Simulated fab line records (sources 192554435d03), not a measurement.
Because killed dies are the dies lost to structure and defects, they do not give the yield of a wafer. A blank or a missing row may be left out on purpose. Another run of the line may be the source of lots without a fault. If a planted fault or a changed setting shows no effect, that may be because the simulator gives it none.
One fault through the eyes of 2 desks || flow n5Finfet || what lay behind the numbers comes last; until then each desk has only its own

== THE DEFECT DESK ==
Inspection counts along the route, by lot: the mean over sampled wafers that carry a number. If a lot's mean is further than 4 standard deviations from the usual mean, the lot is out of limits and carries the mark OUT (the distance appears in the brackets).
Columns: A = rawDefectCount at N5_BEOL_M5_INSPECT_30, usual 410
{"lot": "L131", "first seen here": "day 11 05:54", "A": 473}
{"lot": "L133", "first seen here": "day 11 22:53", "A": 482}
{"lot": "L134", "first seen here": "day 12 05:49", "A": 700}
{"lot": "L142", "first seen here": "day 14 00:23", "A": 396}
Result from this desk: across the 4 lots, nothing is out of limits.

== AT THE TOOL OWNER'S DESK: rieDiel-02 ==
The tool's own readings at N5_BEOL_M5_ETCH_62 (etches SOC in N2/H2, target depth 75 nm, overetch 15 nm, time 112.5 s): means of the sampled wafers that have a number, for each lot that ran on this tool. If a lot's mean is further than 4 standard deviations from the usual mean, the lot is out of limits and carries the mark OUT (the distance appears in the brackets).
Columns: A = drypumpMotorCurrentA at N5_BEOL_M5_ETCH_62, usual 5.9 A; B = oesProductAu at N5_BEOL_M5_ETCH_62, usual 0.62 a.u.; C = rfFwdPowerW at N5_BEOL_M5_ETCH_62, usual 836.8 W; D = rfVppV at N5_BEOL_M5_ETCH_62, usual 524.5 V; E = showerheadPlenumPTorr at N5_BEOL_M5_ETCH_62, usual 2.56 Torr; F = throttleValvePct at N5_BEOL_M5_ETCH_62, usual 17.82 %
{"lot": "L131", "first seen here": "day 11 05:02", "A": 6.1, "B": 0.62, "C": 837.9, "D": 523.3, "E": 2.55, "F": 17.85}
{"lot": "L133", "first seen here": "day 11 22:04", "A": 6.1, "B": 0.66, "C": 837.0, "D": 525.5, "E": 2.57, "F": 17.71}
{"lot": "L134", "first seen here": "day 11 23:13", "A": 6.1, "B": 0.61, "C": 836.0, "D": 524.6, "E": 2.55, "F": 17.87}
Result from this desk: across the 3 lots, nothing is out of limits.

== BROUGHT TOGETHER ==
No out-of-limits result turned up at the defect desk.
The tool owner's desk saw nothing out of limits.

== WHAT THE SIMULATOR HAD PUT IN ==
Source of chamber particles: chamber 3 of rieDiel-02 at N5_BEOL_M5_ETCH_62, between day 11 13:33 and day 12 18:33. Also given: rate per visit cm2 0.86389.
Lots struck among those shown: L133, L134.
